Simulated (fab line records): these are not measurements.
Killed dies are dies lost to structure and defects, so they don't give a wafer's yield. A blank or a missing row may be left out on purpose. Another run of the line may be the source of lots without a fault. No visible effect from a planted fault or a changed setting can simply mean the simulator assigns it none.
Struck lot and sound lot, side by side || flow n5 finfet || 14 out of 1938 route steps
Sound: the wafers L715.2, L715.3, L715.6. The struck wafers were L728.3, L728.4. The cause is given at the end.
Order at every step that has rows: each side's tool, ch and its chambers, its first start. Under that, the readings that differ: sound wafers || struck wafers || difference of the means || sigmas: that difference in standard deviations of wafers without a fault.
alike: readings with means less than 2 such deviations apart, plus words and numbers identical on both sides. not compared: withheld readings, readings lacking a value on some wafer, bounds such as >300 that could conceal the same value, and numbers that have no deviation in the record and whose values overlap.
The two part at a step that has a row with sigmas, a row that says differs or no value, or rows on one side only. Non-overlapping numbers with no deviation appear without sigmas and do not part them. Lack of a reading on every wafer of one side parts them only where that side has two or more wafers.

N5_BEOL_M11_ETCH_61: etches SiARC in CF4, target depth 39 nm, time 65 s.
  sound on rie diel-06 ch 0,2, day 11 10:22; struck on rie diel-06 ch 0,1, day 14 23:55
  alike: drypump motor current A, etch rf on time s, mfc ar sccm, oes product au, rf vpp V, showerhead plenum p Torr, throttle valve pct
  not compared: rf hours counter h
N5_BEOL_M11_ETCH_62: etches SOC in N2/H2, target depth 110 nm, overetch 22 nm, time 165 s.
  sound on rie diel-06 ch 0,2, day 11 10:25; struck on rie diel-06 ch 0,1, day 14 23:58
  alike: drypump motor current A, h2 flow sccm, oes product au, rf vpp V, showerhead plenum p Torr, throttle valve pct
  not compared: rf hours counter h
then, 1 step without rows for these wafers: N5_BEOL_M11_STRIP_68 (strips in N2/H2).
N5_BEOL_M11_STRIP_67: strips in CF4.
  sound on rie diel-06 ch 0,2, day 11 10:34; struck on rie diel-06 ch 0,1, day 15 00:06
  alike: drypump motor current A, oes product au, rf vpp V, showerhead plenum p Torr, throttle valve pct
  not compared: rf hours counter h
N5_BEOL_M11_HM_OPEN_17: chemistry Cl2/BCl3, target TiN, target depth 20 nm, overetch 6 nm.
  sound on rie metal-02 ch 0,1, day 11 10:36; struck on rie metal-01 ch 0, day 15 00:12
  alike: drypump motor current A, he backside leak sccm, mfc ar sccm, oes product au, throttle valve pct
  not compared: rf hours counter h
N5_BEOL_M11_STRIP_19: strips in O2.
  sound on rie diel-03 ch 0,1,2, day 11 10:43; struck on rie diel-06 ch 1,2, day 15 00:21
{"reading": "drypump motor current A (A)", "sound": "5.6 5.3 5.2", "struck": "6.0 6.0", "difference": "+0.6", "sigmas": "+2"}
  alike: o2 flow sccm, oes product au, rf vpp V, showerhead plenum p Torr, throttle valve pct
  not compared: rf hours counter h
N5_BEOL_M11_CD_MEAS_18: pitch 140 nm, target cd 70 nm.
  struck on cd sem-01, day 15 00:25; sound on cd sem-01, day 11 10:47
  alike: cd nm
then, 5 steps without rows for these wafers: N5_BEOL_M11_COAT_63 (time 60 s, resist thk 100 nm); N5_BEOL_M11_COAT_64 (time 60 s, resist thk 30 nm); N5_BEOL_M11_COAT_22 (resist thk 90 nm); N5_BEOL_M11_EBR_24; N5_BEOL_M11_SOFTBAKE_23 (time 60 s).
N5_BEOL_M11_EXPOSE_25: exposes mask V10.
  sound on arfi scanner-02 ch 0, day 11 11:02; struck on arfi scanner-01, day 15 01:59
  no value came back on the struck wafers for exposure dose mJ cm2, focus offset nm (nm); on the sound wafers exposure dose mJ cm2 reads 85.44 85.54 85.55
  alike: mask
then, 1 step without rows for these wafers: N5_BEOL_M11_PEB_26 (peb time 60 s).

## WHERE THEY PART
At N5_BEOL_M11_STRIP_19 first; at N5_BEOL_M11_EXPOSE_25 last (within this record only).

WHY: the cause the simulator had injected
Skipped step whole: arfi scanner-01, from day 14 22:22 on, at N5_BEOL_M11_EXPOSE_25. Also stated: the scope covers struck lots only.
